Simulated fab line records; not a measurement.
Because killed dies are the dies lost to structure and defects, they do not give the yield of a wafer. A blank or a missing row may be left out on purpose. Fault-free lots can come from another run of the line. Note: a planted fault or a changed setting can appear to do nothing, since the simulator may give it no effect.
Chamber matching || flow n5 finfet || pecvd-04 running N5_BEOL_M7_DEP_56: 3 sister chambers
The step deposits SiCN from 3MS/NH3, target thk 10 nm, time 17.5 s. 36 wafers are shown with their chamber, then 12 later ones without.

## WAFERS PAIRED WITH THEIR CHAMBERS
{"wafer": "L074.1", "chamber": 1, "showerhead plenum p Torr (Torr)": 3.649, "throttle valve pct (%)": 8.6}
{"wafer": "L074.3", "chamber": 2, "showerhead plenum p Torr (Torr)": 3.681, "throttle valve pct (%)": 8.5}
{"wafer": "L074.6", "chamber": 1, "showerhead plenum p Torr (Torr)": 3.639, "throttle valve pct (%)": 8.8}
{"wafer": "L076.1", "chamber": 1, "showerhead plenum p Torr (Torr)": 3.634, "throttle valve pct (%)": 8.9}
{"wafer": "L076.4", "chamber": 2, "showerhead plenum p Torr (Torr)": 3.674, "throttle valve pct (%)": 8.9}
{"wafer": "L076.5", "chamber": 1, "showerhead plenum p Torr (Torr)": 3.643, "throttle valve pct (%)": 8.6}
{"wafer": "L077.1", "chamber": 2, "showerhead plenum p Torr (Torr)": 3.686, "throttle valve pct (%)": 8.6}
{"wafer": "L077.4", "chamber": 2, "showerhead plenum p Torr (Torr)": 3.684, "throttle valve pct (%)": 8.9}
{"wafer": "L077.5", "chamber": 0, "showerhead plenum p Torr (Torr)": 3.679, "throttle valve pct (%)": 9.5}
{"wafer": "L078.1", "chamber": 2, "showerhead plenum p Torr (Torr)": 3.686, "throttle valve pct (%)": 8.8}
{"wafer": "L078.2", "chamber": 0, "showerhead plenum p Torr (Torr)": 3.677, "throttle valve pct (%)": 9.2}
{"wafer": "L078.3", "chamber": 1, "showerhead plenum p Torr (Torr)": 3.648, "throttle valve pct (%)": 8.7}
{"wafer": "L078.4", "chamber": 0, "showerhead plenum p Torr (Torr)": 3.683, "throttle valve pct (%)": 9.6}
{"wafer": "L078.5", "chamber": 1, "showerhead plenum p Torr (Torr)": 3.646, "throttle valve pct (%)": 8.7}
{"wafer": "L078.6", "chamber": 2, "showerhead plenum p Torr (Torr)": 3.683, "throttle valve pct (%)": 9.0}
{"wafer": "L081.1", "chamber": 1, "showerhead plenum p Torr (Torr)": 3.629, "throttle valve pct (%)": 8.6}
{"wafer": "L081.2", "chamber": 0, "showerhead plenum p Torr (Torr)": 3.677, "throttle valve pct (%)": 9.4}
{"wafer": "L081.3", "chamber": 2, "showerhead plenum p Torr (Torr)": 3.678, "throttle valve pct (%)": 8.7}
{"wafer": "L081.4", "chamber": 1, "showerhead plenum p Torr (Torr)": 3.634, "throttle valve pct (%)": 8.4}
{"wafer": "L081.5", "chamber": 2, "showerhead plenum p Torr (Torr)": 3.681, "throttle valve pct (%)": 8.6}
{"wafer": "L081.6", "chamber": 0, "showerhead plenum p Torr (Torr)": 3.685, "throttle valve pct (%)": 9.4}
{"wafer": "L087.1", "chamber": 0, "showerhead plenum p Torr (Torr)": 3.676, "throttle valve pct (%)": 9.5}
{"wafer": "L087.2", "chamber": 2, "showerhead plenum p Torr (Torr)": 3.683, "throttle valve pct (%)": 8.8}
{"wafer": "L087.3", "chamber": 1, "showerhead plenum p Torr (Torr)": 3.641, "throttle valve pct (%)": 8.6}
{"wafer": "L087.4", "chamber": 2, "showerhead plenum p Torr (Torr)": 3.688, "throttle valve pct (%)": 8.8}
{"wafer": "L087.5", "chamber": 1, "showerhead plenum p Torr (Torr)": 3.639, "throttle valve pct (%)": 8.7}
{"wafer": "L087.6", "chamber": 0, "showerhead plenum p Torr (Torr)": 3.675, "throttle valve pct (%)": 9.6}
{"wafer": "L086.1", "chamber": 1, "showerhead plenum p Torr (Torr)": 3.639, "throttle valve pct (%)": 8.8}
{"wafer": "L086.2", "chamber": 2, "showerhead plenum p Torr (Torr)": 3.679, "throttle valve pct (%)": 8.6}
{"wafer": "L086.3", "chamber": 0, "showerhead plenum p Torr (Torr)": 3.677, "throttle valve pct (%)": 9.4}
{"wafer": "L086.4", "chamber": 2, "showerhead plenum p Torr (Torr)": 3.677, "throttle valve pct (%)": 8.5}
{"wafer": "L086.5", "chamber": 1, "showerhead plenum p Torr (Torr)": 3.637, "throttle valve pct (%)": 8.8}
{"wafer": "L086.6", "chamber": 0, "showerhead plenum p Torr (Torr)": 3.678, "throttle valve pct (%)": 9.5}
{"wafer": "L088.1", "chamber": 1, "showerhead plenum p Torr (Torr)": 3.646, "throttle valve pct (%)": 8.9}
{"wafer": "L088.3", "chamber": 0, "showerhead plenum p Torr (Torr)": 3.681, "throttle valve pct (%)": 9.5}
{"wafer": "L088.6", "chamber": 1, "showerhead plenum p Torr (Torr)": 3.647, "throttle valve pct (%)": 8.6}

SIGNATURES (averages over the wafers above)
{"reading": "showerhead plenum p Torr", "chamber 0": 3.67880, "chamber 1": 3.64079, "chamber 2": 3.68167, "scatter within a chamber": 0.00478}
{"reading": "throttle valve pct", "chamber 0": 9.460, "chamber 1": 8.693, "chamber 2": 8.725, "scatter within a chamber": 0.143}
Rule: for each reading, subtract the chamber's mean from the wafer's reading, divide by that reading's scatter and square the result; add these up over the readings and take the root, which gives the wafer's distance from the chamber. The wafer belongs to the nearest chamber; if the next one is less than 2 further off, it can't be placed. How the scatter is found: for the shown wafers, subtract from each reading the mean of its chamber, square and add these, divide the total by (wafers less chambers), then take the root.

## WAFERS WHOSE CHAMBER IS MISSING
{"wafer": "L091.1", "showerhead plenum p Torr (Torr)": 3.678, "throttle valve pct (%)": 9.6}
{"wafer": "L091.2", "showerhead plenum p Torr (Torr)": 3.688, "throttle valve pct (%)": 8.5}
{"wafer": "L091.6", "showerhead plenum p Torr (Torr)": 3.672, "throttle valve pct (%)": 9.3}
{"wafer": "L093.1", "showerhead plenum p Torr (Torr)": 3.672, "throttle valve pct (%)": 9.5}
{"wafer": "L093.2", "showerhead plenum p Torr (Torr)": 3.689, "throttle valve pct (%)": 9.0}
{"wafer": "L093.3", "showerhead plenum p Torr (Torr)": 3.640, "throttle valve pct (%)": 8.6}
{"wafer": "L093.4", "showerhead plenum p Torr (Torr)": 3.641, "throttle valve pct (%)": 8.6}
{"wafer": "L093.5", "showerhead plenum p Torr (Torr)": 3.681, "throttle valve pct (%)": 9.5}
{"wafer": "L093.6", "showerhead plenum p Torr (Torr)": 3.677, "throttle valve pct (%)": 9.0}
{"wafer": "L096.2", "showerhead plenum p Torr (Torr)": 3.649, "throttle valve pct (%)": 8.6}
{"wafer": "L096.4", "showerhead plenum p Torr (Torr)": 3.684, "throttle valve pct (%)": 8.8}
{"wafer": "L096.5", "showerhead plenum p Torr (Torr)": 3.686, "throttle valve pct (%)": 9.5}

## EACH ONE'S CHAMBER
{"wafer": "L091.1", "from the rows above": 0, "in truth": 0}
{"wafer": "L091.2", "from the rows above": 2, "in truth": 2}
{"wafer": "L091.6", "from the rows above": 0, "in truth": 0}
{"wafer": "L093.1", "from the rows above": 0, "in truth": 0}
{"wafer": "L093.2", "from the rows above": "can't be placed: 2 or 0", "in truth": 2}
{"wafer": "L093.3", "from the rows above": 1, "in truth": 1}
{"wafer": "L093.4", "from the rows above": 1, "in truth": 1}
{"wafer": "L093.5", "from the rows above": 0, "in truth": 0}
{"wafer": "L093.6", "from the rows above": "can't be placed: 2 or 0", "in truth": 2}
{"wafer": "L096.2", "from the rows above": 1, "in truth": 1}
{"wafer": "L096.4", "from the rows above": 2, "in truth": 2}
{"wafer": "L096.5", "from the rows above": 0, "in truth": 0}
Correctly placed: 10 of 12. Cannot be placed on the basis of these rows: 2; the candidates contain the true chamber in 2. 0 placed wrongly.
